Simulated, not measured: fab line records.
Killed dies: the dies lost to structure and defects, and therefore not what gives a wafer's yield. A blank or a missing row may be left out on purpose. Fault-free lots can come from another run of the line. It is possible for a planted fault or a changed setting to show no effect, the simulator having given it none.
Chamber matching | flow n5-finfet | rie-diel-06 running N5_STI_FIN_REVEAL_ETCHBACK_08: 4 sister chambers
The step etches SiO2 in C4F6/O2, target depth 30.5 nm, time 10.167 s. 20 wafers are shown with their chamber, then 10 later ones without.

== EACH WAFER AND ITS CHAMBER ==
wafer  | chamber | drypump-motor-current-A (A) | rf-vpp-V (V) | showerhead-plenum-p-Torr (Torr)
L075.1 | 1       | 6.6                         | 690          | 2.96
L075.3 | 3       | 5.4                         | 646          | 2.70
L075.4 | 0       | 5.8                         | 688          | 2.96
L076.1 | 1       | 6.6                         | 690          | 2.96
L076.3 | 2       | 6.3                         | 649          | 2.83
L076.6 | 0       | 5.7                         | 689          | 2.96
L078.2 | 2       | 6.3                         | 651          | 2.83
L078.4 | 1       | 6.6                         | 689          | 2.96
L078.5 | 1       | 6.6                         | 690          | 2.95
L079.1 | 0       | 5.7                         | 688          | 2.96
L079.3 | 2       | 6.3                         | 649          | 2.83
L079.4 | 1       | 6.6                         | 690          | 2.95
L082.1 | 2       | 6.3                         | 649          | 2.82
L082.3 | 1       | 6.6                         | 689          | 2.95
L082.5 | 3       | 5.4                         | 647          | 2.69
L083.1 | 2       | 6.3                         | 649          | 2.82
L083.5 | 1       | 6.6                         | 690          | 2.95
L083.6 | 2       | 6.3                         | 650          | 2.82
L089.1 | 3       | 5.4                         | 645          | 2.69
L089.5 | 0       | 5.7                         | 689          | 2.95

SIGNATURES, as means of the wafers listed above
reading                  | chamber 0 | chamber 1 | chamber 2 | chamber 3 | scatter within a chamber
drypump-motor-current-A  | 5.725     | 6.600     | 6.300     | 5.400     | 0.0217
rf-vpp-V                 | 688.50    | 689.71    | 649.50    | 646.00    | 0.704
showerhead-plenum-p-Torr | 2.9575    | 2.9543    | 2.8250    | 2.6933    | 0.00538
Rule: a wafer's distance from a chamber is the root of the sum, over the readings, of the square of ((its reading less the chamber's mean) divided by the reading's scatter). The wafer belongs to the nearest chamber; if the next one is less than 2 further off, it can't be placed. The scatter: the root of (the sum of the squares of (reading less its chamber's mean) over the shown wafers, divided by (wafers less chambers)).

== WAFERS WITH NO CHAMBER GIVEN ==
wafer  | drypump-motor-current-A (A) | rf-vpp-V (V) | showerhead-plenum-p-Torr (Torr)
L089.6 | 5.4                         | 646          | 2.69
L091.3 | 6.6                         | 689          | 2.94
L091.4 | 6.6                         | 688          | 2.94
L091.6 | 6.3                         | 648          | 2.82
L095.2 | 6.6                         | 688          | 2.94
L095.4 | 5.8                         | 688          | 2.95
L095.6 | 6.3                         | 650          | 2.81
L097.1 | 6.6                         | 687          | 2.93
L097.2 | 5.4                         | 656          | 3.02
L097.3 | 5.7                         | 688          | 2.94

== EACH ONE'S CHAMBER ==
wafer  | from the rows above | in truth
L089.6 | 3                   | 3
L091.3 | 1                   | 1
L091.4 | 1                   | 1
L091.6 | 2                   | 2
L095.2 | 1                   | 1
L095.4 | 0                   | 0
L095.6 | 2                   | 2
L097.1 | 1                   | 1
L097.2 | 0                   | 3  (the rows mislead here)
L097.3 | 0                   | 0
9 of 10 placed correctly. Left unplaced by these rows: 0. 1 placed wrongly.
